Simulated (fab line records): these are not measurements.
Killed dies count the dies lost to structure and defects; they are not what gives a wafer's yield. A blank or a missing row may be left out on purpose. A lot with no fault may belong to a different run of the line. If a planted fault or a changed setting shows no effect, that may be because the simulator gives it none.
Matching of chambers    flow n5_finfet    3 sister chambers for N5_FIN_SAQP_PECVD_47 on pecvd-01
The step deposits a-Si from SiH4/He, target thk 45 nm, time 36.3 s. 3 wafers are shown with their chamber, then 9 later ones without.

== EACH WAFER AND ITS CHAMBER ==
wafer   chamber  showerhead_plenum_p_Torr (Torr)
L086.5  0        5.58
L091.1  1        5.72
L091.4  2        5.57

== WAFERS WITH NO CHAMBER GIVEN ==
wafer   showerhead_plenum_p_Torr (Torr)
L092.1  5.58
L092.4  5.72
L092.6  5.58
L093.1  5.72
L093.5  5.57
L093.6  5.58
L096.2  5.57
L096.3  5.58
L096.4  5.74

== WHICH CHAMBER EACH ONE RAN IN ==
wafer   from the rows above      in truth
L092.1  can't be placed: 0 or 2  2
L092.4  1                        1
L092.6  can't be placed: 0 or 2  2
L093.1  1                        1
L093.5  can't be placed: 2 or 0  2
L093.6  can't be placed: 0 or 2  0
L096.2  can't be placed: 2 or 0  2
L096.3  can't be placed: 0 or 2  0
L096.4  1                        1
Placed correctly: 3 of 9. From these rows, 6 cannot be placed; in 6 the true chamber is one of the candidates. 0 placed wrongly.
How it was worked out, from the rows above alone: a wafer's distance from a chamber is the root of the sum, over the readings, of the square of ((its reading less the chamber's mean) divided by the reading's scatter). If the next closest chamber is less than 2 further off than the closest, the wafer can't be placed; otherwise it belongs to the closest. A chamber's mean is the mean of its shown wafers. The scatter: with one shown wafer a chamber, the root of the mean of the squares of how far each hidden wafer lies from its nearest shown one.
